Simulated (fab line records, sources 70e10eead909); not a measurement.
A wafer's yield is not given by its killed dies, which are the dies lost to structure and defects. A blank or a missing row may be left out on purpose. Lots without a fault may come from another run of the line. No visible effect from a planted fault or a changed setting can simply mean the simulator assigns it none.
Chamber matching | flow nandHarc | 4 sister chambers for NHARC_A_CONTACT_ETCH_91 on rieDiel-04
The step etches the open film in CH3F/O2, target depth 40 nm, time 85.7 s. 4 wafers are shown with their chamber, then 12 later ones without.

EACH WAFER AND ITS CHAMBER
wafer  | chamber | drypumpMotorCurrentA (A)
L089.3 | 0       | 6.1
L088.5 | 1       | 6.2
L090.2 | 2       | 5.6
L090.6 | 3       | 4.8

WAFERS WITH NO CHAMBER GIVEN
wafer  | drypumpMotorCurrentA (A)
L091.1 | 4.8
L091.2 | 6.2
L091.3 | 5.6
L095.3 | 6.2
L095.5 | 6.1
L095.6 | 4.8
L096.2 | 5.6
L096.3 | 6.1
L096.4 | 4.8
L097.1 | 4.8
L097.2 | 5.6
L097.5 | 5.7

CHAMBER TAKEN BY EACH
wafer  | from the rows above | in truth
L091.1 | 3                   | 3
L091.2 | 1                   | 1
L091.3 | 2                   | 2
L095.3 | 1                   | 1
L095.5 | 0                   | 0
L095.6 | 3                   | 3
L096.2 | 2                   | 2
L096.3 | 0                   | 0
L096.4 | 3                   | 3
L097.1 | 3                   | 3
L097.2 | 2                   | 2
L097.5 | 2                   | 2
Correctly placed: 12 of 12. Can't be placed from these rows: 0. 0 placed wrongly.
How it was worked out, from the rows above alone: a wafer's distance from a chamber is the root of the sum, over the readings, of the square of ((its reading less the chamber's mean) divided by the reading's scatter). The wafer belongs to the nearest chamber; if the next one is less than 2 further off, it can't be placed. The mean given for a chamber averages the wafers shown for that chamber. The scatter (one wafer shown for each chamber): square how far every hidden wafer sits from the nearest shown wafer, average those squares and take the square root.
